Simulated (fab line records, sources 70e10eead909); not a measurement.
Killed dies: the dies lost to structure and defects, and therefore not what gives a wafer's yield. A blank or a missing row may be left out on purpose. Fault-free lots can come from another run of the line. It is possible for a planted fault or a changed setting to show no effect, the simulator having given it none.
Matching of chambers -- flow nand_harc -- NHARC_A_CHANNEL_HOLE_D1_ETCH_44 on rie_diel-12 has 4 sister chambers
The step etches the open film in CF4/O2, target depth 140 nm, overetch 14 nm, time 77 s. 4 wafers are shown with their chamber, then 8 later ones without.

WAFERS, EACH WITH ITS CHAMBER
wafer,chamber,drypump_motor_current_A (A)
L087.5,0,5.49
L086.1,3,5.57
L086.2,2,6.18
L094.2,1,6.21

WAFERS MISSING THEIR CHAMBER
wafer,drypump_motor_current_A (A)
L094.4,5.56
L094.5,5.56
L093.1,5.60
L093.3,6.12
L093.6,5.55
L096.1,5.53
L096.2,5.55
L096.6,5.55

WHICH CHAMBER EACH WENT THROUGH
wafer,from the rows above,in truth
L094.4,can't be placed: 3 or 0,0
L094.5,can't be placed: 3 or 0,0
L093.1,3,3
L093.3,can't be placed: 2 or 1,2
L093.6,can't be placed: 3 or 0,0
L096.1,can't be placed: 0 or 3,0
L096.2,can't be placed: 3 or 0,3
L096.6,can't be placed: 3 or 0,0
Correctly placed: 1 of 8. From these rows, 7 cannot be placed; in 7 the true chamber is one of the candidates. Placed wrongly: 0.
How it was worked out, from the rows above alone: a wafer's distance from a chamber is the root of the sum, over the readings, of the square of ((its reading less the chamber's mean) divided by the reading's scatter). If the next closest chamber is less than 2 further off than the closest, the wafer can't be placed; otherwise it belongs to the closest. Each chamber's mean is taken over the wafers shown for it. The scatter: with one shown wafer a chamber, the root of the mean of the squares of how far each hidden wafer lies from its nearest shown one.
